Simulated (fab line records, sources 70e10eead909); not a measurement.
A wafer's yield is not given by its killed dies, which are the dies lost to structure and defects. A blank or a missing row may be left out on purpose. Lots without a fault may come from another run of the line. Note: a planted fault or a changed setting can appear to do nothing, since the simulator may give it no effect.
Chamber matching    flow nandHarc    aldMetal-02 running NHARC_P_CONTACT_ALD_22: 4 sister chambers
The step deposits TiN, target thk 3 nm, pulse time 1 s, ald cycles 150. 22 wafers are shown with their chamber, then 11 later ones without.

WAFERS WITH THEIR CHAMBER
wafer   chamber  heaterPowerW (W)  precursorPulseHeightRel
L074.3  1        1088              1.022
L074.4  3        1079              0.992
L074.6  3        1074              1.051
L077.2  3        1081              1.000
L077.3  1        1100              1.008
L077.4  0        1232              0.995
L079.1  1        1051              1.000
L079.5  1        1055              1.043
L079.6  0        1173              1.004
L080.1  2        1127              1.024
L080.2  1        1090              0.976
L080.3  3        1078              1.000
L081.1  3        1095              1.003
L081.3  1        1062              0.999
L081.6  2        1129              1.031
L083.2  1        1070              1.020
L083.4  2        1110              0.982
L083.6  0        1170              1.006
L090.1  3        1090              1.017
L090.2  1        1064              0.992
L090.6  3        1097              1.013
L091.2  2        1130              1.014

SIGNATURES, as means of the wafers listed above
reading                  chamber 0  chamber 1  chamber 2  chamber 3  scatter within a chamber
heaterPowerW             1191.67    1072.50    1124.00    1084.86    17.4
precursorPulseHeightRel  1.00167    1.00750    1.01275    1.01086    0.0194
Rule: distance of a wafer from a chamber = root of the sum over the readings of ((wafer's reading minus chamber's mean) / reading's scatter) squared. The wafer belongs to the nearest chamber; if the next one is less than 2 further off, it can't be placed. The scatter: the root of (the sum of the squares of (reading less its chamber's mean) over the shown wafers, divided by (wafers less chambers)).

WAFERS MISSING THEIR CHAMBER
wafer   heaterPowerW (W)  precursorPulseHeightRel
L091.3  1202              1.002
L091.4  1088              1.019
L093.3  1160              0.984
L093.4  1076              0.989
L093.5  1059              0.967
L096.2  1060              0.980
L096.3  1095              1.000
L096.4  1202              0.968
L097.2  1183              1.004
L097.3  1097              0.990
L097.6  1194              0.996

EACH ONE'S CHAMBER
wafer   from the rows above           in truth
L091.3  0                             0
L091.4  can't be placed: 3 or 1 or 2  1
L093.3  can't be placed: 0 or 2       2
L093.4  can't be placed: 1 or 3       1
L093.5  can't be placed: 1 or 3       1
L096.2  can't be placed: 1 or 3       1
L096.3  can't be placed: 3 or 1 or 2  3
L096.4  0                             0
L097.2  0                             0
L097.3  can't be placed: 3 or 1 or 2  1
L097.6  0                             0
Placed correctly: 4 of 11. Can't be placed from these rows: 7 (the true chamber is among the candidates in 7). Placed wrongly: 0.
